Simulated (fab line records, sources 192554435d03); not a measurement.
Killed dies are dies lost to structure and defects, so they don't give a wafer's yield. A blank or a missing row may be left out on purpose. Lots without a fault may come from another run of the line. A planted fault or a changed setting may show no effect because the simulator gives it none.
Split-lot experiment | flow n5_finfet | 7 lots, 21 wafers read, on a route of 1938 steps

THE SPLIT
At N5_BEOL_M13_ILD_DEP_00 (deposits SiOC from DEMS/O2, target thk 837.92 nm, time 166.4 s), the setting time_s was moved away from the recipe's 166.4 s on 4 of the 21 wafers read, by -12.5% to +13.8%. The other wafers ran this setting at the recipe's value.

The file shows no step between the split and the reading.

THE READING
M13_ILD_THK, in nm, at N5_BEOL_M13_THK_MEAS_01. Fault-free wafers of this fab line usually give 838 nm, standard deviation 12 nm.

wafer  | tool, chamber at the split | time_s as run, s | against the recipe | M13_ILD_THK, nm | against lot-mates on the recipe
L074.2 | pecvd-04, 1                | 166.4            | recipe             | 832             | -
L074.4 | pecvd-04, 2                | 166.4            | recipe             | 835             | -
L074.6 | pecvd-04, 1                | 166.4            | recipe             | 851             | -
L075.1 | pecvd-04, 2                | 166.4            | recipe             | 816             | -
L075.3 | pecvd-04, 1                | 166.4            | recipe             | 831             | -
L075.6 | pecvd-04, 1                | 145.6            | -12.5%             | 735             | -88
L077.3 | pecvd-04, 1                | 166.4            | recipe             | 836             | -
L077.4 | pecvd-04, 2                | 166.4            | recipe             | 839             | -
L077.6 | pecvd-04, 0                | 166.4            | recipe             | 847             | -
L082.1 | pecvd-04, 2                | 166.4            | recipe             | 838             | -
L082.2 | pecvd-04, 0                | 166.4            | recipe             | 829             | -
L082.3 | pecvd-04, 1                | 166.4            | recipe             | 848             | -
L086.2 | pecvd-04, 2                | 166.4            | recipe             | 825             | -
L086.5 | pecvd-04, 1                | 189.4            | +13.8%             | 959             | +134
L086.6 | pecvd-04, 0                | 189.4            | +13.8%             | 944             | +119
L090.1 | pecvd-02, 2                | 166.4            | recipe             | 861             | -
L090.3 | pecvd-02, 0                | 166.4            | recipe             | 845             | -
L090.5 | pecvd-02, 1                | 182.4            | +9.6%              | 941             | +88
L092.1 | pecvd-02, 0                | 166.4            | recipe             | 837             | -
L092.4 | pecvd-02, 2                | 166.4            | recipe             | 858             | -
L092.5 | pecvd-02, 0                | 166.4            | recipe             | 844             | -

THE FIT
A straight line over all 21 wafers: M13_ILD_THK changes by +8.51 nm for each +1% of time_s; r = +0.97; the points scatter about the line by 12 nm.
The same after taking each lot's own level away (the mean of its wafers on the recipe; 21 wafers): +8.56 nm for each +1%; r = +0.98; scatter 8.8 nm.
On that fit, the largest move of time_s shifts the reading by 1.2e+02 nm.
The lots' own levels span 823.5 to 853.0 nm, that is 2.5 times the standard deviation above.
So the lot-to-lot level changes the slope little: the two slopes agree.
Check: with one of the wafers moved furthest among these (+13.8%) left out of the fit, the line predicts +114 nm for it against its lot-mates. It came out at +134 nm against them.

OTHER SPLITS ON THESE WAFERS
These wafers also went through other splits before the reading. Each is held against what the fit with the lots' levels taken away leaves over:
other split on the same wafers    | wafers away from the commonest value | r with M13_ILD_THK (lot level and that fit taken away)
N5_BEOL_M10_ETCH_61 cf4_flow_sccm | 6                                    | -0.19
N5_BEOL_M11_VIA_ETCH_34 time_s    | 6                                    | -0.07
N5_BEOL_M11_CURE_72 time_s        | 5                                    | -0.03
N5_BEOL_M12_TRENCH_ETCH_34 time_s | 9                                    | +0.11
N5_BEOL_M12_SPUTTER_43 time_s     | 7                                    | +0.14

THE WHOLE CHAIN: every reading that the file lists as answering this split, in the file's order
step                    | what it does                                                   | reading                                                                             | change (the file's fit)              | r (the file's)
N5_BEOL_M13_ILD_DEP_00  | deposits SiOC from DEMS/O2, target thk 837.92 nm, time 166.4 s | SiOC_of_BEOL_M13_ILD_DEP_00.thk_nm (the simulator's own value, which no gauge read) | +8.44 nm for each +1% of the setting | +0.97
N5_BEOL_M13_THK_MEAS_01 |                                                                | M13_ILD_THK                                                                         | +8.41 for each +1% of the setting    | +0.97

THE FILE'S OWN FIT
M13_ILD_THK changes by +8.41 nm for each +1% of time_s, r = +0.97.
